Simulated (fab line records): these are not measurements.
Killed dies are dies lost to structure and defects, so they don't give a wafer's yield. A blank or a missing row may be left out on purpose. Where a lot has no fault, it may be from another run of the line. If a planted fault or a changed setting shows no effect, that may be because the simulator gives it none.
Chamber matching | flow nand harc | NHARC_P_BONDPAD_CMP_19 on cmp-03: 4 sister chambers
The step polishes, t overpolish 30 s, cu recess touch 16 s, target thk 160.81 nm. 4 wafers are shown with their chamber, then 9 later ones without.

== WAFERS, EACH WITH ITS CHAMBER ==
wafer  | chamber | motor current A (A)
L081.4 | 0       | 12.1
L084.1 | 3       | 9.8
L087.5 | 2       | 13.5
L087.6 | 1       | 14.6

== WAFERS WHOSE CHAMBER IS MISSING ==
wafer  | motor current A (A)
L086.1 | 8.8
L086.3 | 13.9
L086.6 | 11.6
L092.1 | 13.6
L092.2 | 10.3
L092.5 | 9.2
L095.3 | 9.6
L095.4 | 12.7
L095.6 | 14.4

== WHICH CHAMBER EACH WENT THROUGH ==
wafer  | from the rows above     | in truth
L086.1 | 3                       | 3
L086.3 | can't be placed: 2 or 1 | 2
L086.6 | 0                       | 0
L092.1 | can't be placed: 2 or 1 | 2
L092.2 | 3                       | 3
L092.5 | 3                       | 3
L095.3 | 3                       | 3
L095.4 | can't be placed: 0 or 2 | 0
L095.6 | can't be placed: 1 or 2 | 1
Correct placement for 5 of the 9. Cannot be placed on the basis of these rows: 4; the candidates contain the true chamber in 4. 0 placed wrongly.
How it was worked out, from the rows above alone: a wafer's distance from a chamber is the root of the sum, over the readings, of the square of ((its reading less the chamber's mean) divided by the reading's scatter). The wafer belongs to the nearest chamber; if the next one is less than 2 further off, it can't be placed. The mean given for a chamber averages the wafers shown for that chamber. The scatter: with one shown wafer a chamber, the root of the mean of the squares of how far each hidden wafer lies from its nearest shown one.
